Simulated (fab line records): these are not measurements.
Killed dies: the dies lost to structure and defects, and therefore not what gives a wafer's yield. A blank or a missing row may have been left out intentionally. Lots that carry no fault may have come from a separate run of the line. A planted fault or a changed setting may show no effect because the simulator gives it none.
Which tool did it?    flow n5Finfet    33 wafers sampled from 11 lots at 1 step of a route of 1938

WHAT THE GAUGES SHOWED, per wafer
N5_BEOL_M0_CUTY_INSPECT_59: inspects for defects (macro).
lot   measured      on                rawDefectCount
L075  day 5 23:32   defectInspect-02  1 2 2
L077  day 6 13:02   defectInspect-02  2 1 0
L079  day 7 00:07   defectInspect-02  1 3 1
L082  day 7 17:10   defectInspect-01  2 4 3
L083  day 8 00:08   defectInspect-01  0 0 1
L085  day 8 19:53   defectInspect-02  2 3 3
L087  day 9 02:17   defectInspect-01  2 1 1
L090  day 9 17:46   defectInspect-01  1 2 3
L092  day 10 06:07  defectInspect-02  1 1 2
L094  day 10 19:46  defectInspect-02  3 1 1
L096  day 11 06:46  defectInspect-01  3 3 2

WHAT TOOL EACH LOT RAN ON (gives the tool, then ch and the chambers of the sampled wafers, and finally the start)
No process step before these readings appears in the record.

THE ANSWER, worked out from the rows above alone
Rule: the lots themselves supply what counts as usual. Put in order of their means at a reading, lots are off if they are a third of the lots or fewer, leave a main group of 4 or more, and stand apart from it by a gap of 3 or more times the standard deviation of the main group's means; of several such gaps the widest counts. If all means in a main group match to the digits the tables above print for the reading, that group is not used. Also off: a lot with no number at a reading for which 4 or more lots have one. The other lots that the step has rows for count as sound.
No lot is off at any reading shown: from this, nothing can be told.

WHAT THE SIMULATOR HAD PUT IN
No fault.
